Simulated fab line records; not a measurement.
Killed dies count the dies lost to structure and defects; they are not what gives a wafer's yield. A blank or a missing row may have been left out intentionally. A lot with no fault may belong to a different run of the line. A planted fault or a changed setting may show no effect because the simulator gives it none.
Comparing a struck lot with a sound one -- flow nand harc -- 16 out of 1302 route steps
Sound: the wafers L587.2, L587.3, L587.6. Wafers L597.1, L597.2, L597.4 were the ones struck. The cause is given at the end.
Each step with rows lists, per side, the tool, then ch with its chambers, then its first start. Under that, the readings that differ: sound wafers -- struck wafers -- difference of the means -- sigmas: that difference in standard deviations of wafers without a fault.
alike: a reading whose means differ by less than 2 such deviations, as well as words and numbers matching on both sides. not compared: withheld readings; readings where some wafer has no value; bounds like >300 that might hide an equal value; numbers whose values overlap and for which the record gives no deviation.
Wherever a step has rows on one side only, a row that says differs or no value, or a row with sigmas, the two part there. Numbers that have no deviation but don't overlap get no sigmas and don't part them. Lack of a reading on every wafer of one side parts them only where that side has two or more wafers.

first, 1 step without rows for these wafers: NHARC_P_ZERO_WELL_HARDBAKE_25 (time 80 s).
NHARC_P_ZERO_WELL_DESCUM_26: chemistry O2, time 3 s.
  sound on rie diel-07 ch 0,1, day 5 07:20; struck on rie diel-01 ch 1,2,3, day 9 10:44
  alike: drypump motor current A, oes product au, rf vpp V, showerhead plenum p Torr, throttle valve pct
  not compared: rf hours counter h
then, 10 steps without rows for these wafers: NHARC_P_ZERO_WELL_IMPLANT_27; NHARC_P_ZERO_WELL_IMPLANT_57; NHARC_P_ZERO_WELL_IMPLANT_58; NHARC_P_ZERO_WELL_STRIP_28 (strips in SPM, time 840 s); NHARC_P_ZERO_WELL_DEHYDRATE_29 (time 120 s); NHARC_P_ZERO_WELL_HMDS_30 (time 30 s); NHARC_P_ZERO_WELL_COAT_31; NHARC_P_ZERO_WELL_SOFTBAKE_32 (time 95 s); NHARC_P_ZERO_WELL_EBR_33; NHARC_P_ZERO_WELL_EXPOSE_34 (exposes mask P PWELL, target cd 720 nm).
NHARC_P_ZERO_WELL_PEB_35: peb time 85 s.
  sound on litho track-07 ch 0, day 5 08:44; struck on litho track-07 ch 0, day 9 12:07
reading,sound,struck,difference,sigmas
heater power total W (W),164.33 164.05 163.70,159.81 159.69 159.43,-4.38,-16
plate temp C (C),117.58 117.66 117.66,115.75 115.28 115.48,-2.13,-15
then, 1 step without rows for these wafers: NHARC_P_ZERO_WELL_DEVELOP_36 (time 70 s).
NHARC_P_ZERO_WELL_CD_MEAS_37: the cd target is 720 nm.
  sound on cd sem-02 ch 0, day 5 08:50; struck on cd sem-02 ch 0, day 9 12:13
reading,sound,struck,difference,sigmas
cd nm (nm),720.0 717.8 718.6,715.8 716.1 716.4,-2.7,-2
then, 1 step without rows for these wafers: NHARC_P_ZERO_WELL_HARDBAKE_38 (time 80 s).

## WHERE THEY PART
At NHARC_P_ZERO_WELL_PEB_35 first; at NHARC_P_ZERO_WELL_CD_MEAS_37 last (within this record only).

WHY: whatever the simulator had introduced
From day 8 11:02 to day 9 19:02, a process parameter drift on litho track-07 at NHARC_P_ZERO_WELL_PEB_35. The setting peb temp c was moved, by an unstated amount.
